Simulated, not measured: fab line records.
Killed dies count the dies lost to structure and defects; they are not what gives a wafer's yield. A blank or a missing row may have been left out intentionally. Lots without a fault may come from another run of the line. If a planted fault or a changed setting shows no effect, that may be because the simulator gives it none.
Matching of chambers ; flow n5 finfet ; N5_PMOS_HMC_CHANNEL_EPI_HM_OPEN_15 on rie diel-06: 4 sister chambers
The step chemistry CHF3/O2, target SiO2, target depth 40.6 nm, time 20.3 s. 14 wafers are shown with their chamber, then 7 later ones without.

== WAFERS, EACH WITH ITS CHAMBER ==
wafer;chamber;drypump motor current A (A);showerhead plenum p Torr (Torr);rf vpp V (V)
L074.1;0;6.0;2.38;523
L074.4;1;6.0;2.26;536
L074.6;2;5.6;2.51;533
L082.1;3;6.6;2.28;518
L082.3;2;5.6;2.50;530
L082.4;1;6.0;2.25;537
L083.1;3;6.6;2.28;519
L083.4;0;6.0;2.38;523
L083.6;3;6.6;2.28;519
L085.2;2;5.6;2.50;532
L085.4;3;6.7;2.28;519
L085.5;3;6.7;2.28;520
L090.1;0;6.0;2.37;523
L090.2;3;6.6;2.27;519

SIGNATURES (averages over the wafers above)
reading;chamber 0;chamber 1;chamber 2;chamber 3;scatter within a chamber
drypump motor current A;6.000;6.000;5.600;6.633;0.0365
showerhead plenum p Torr;2.3767;2.2550;2.5033;2.2783;0.00516
rf vpp V;523.00;536.50;531.67;519.00;0.847
Rule: distance of a wafer from a chamber = root of the sum over the readings of ((wafer's reading minus chamber's mean) / reading's scatter) squared. The wafer belongs to the nearest chamber; if the next one is less than 2 further off, it can't be placed. How the scatter is found: for the shown wafers, subtract from each reading the mean of its chamber, square and add these, divide the total by (wafers less chambers), then take the root.

== WAFERS MISSING THEIR CHAMBER ==
wafer;drypump motor current A (A);showerhead plenum p Torr (Torr);rf vpp V (V)
L090.4;6.0;2.37;523
L091.1;5.6;2.50;532
L091.3;6.0;2.25;536
L091.4;6.0;2.37;525
L096.1;5.6;2.49;531
L096.2;6.6;2.27;517
L096.6;6.0;2.37;524

== WHICH CHAMBER EACH ONE RAN IN ==
wafer;from the rows above;in truth
L090.4;0;0
L091.1;2;2
L091.3;1;1
L091.4;0;0
L096.1;2;2
L096.2;3;3
L096.6;0;0
7 of 7 placed correctly. Not placeable from these rows: 0. 0 placed wrongly.
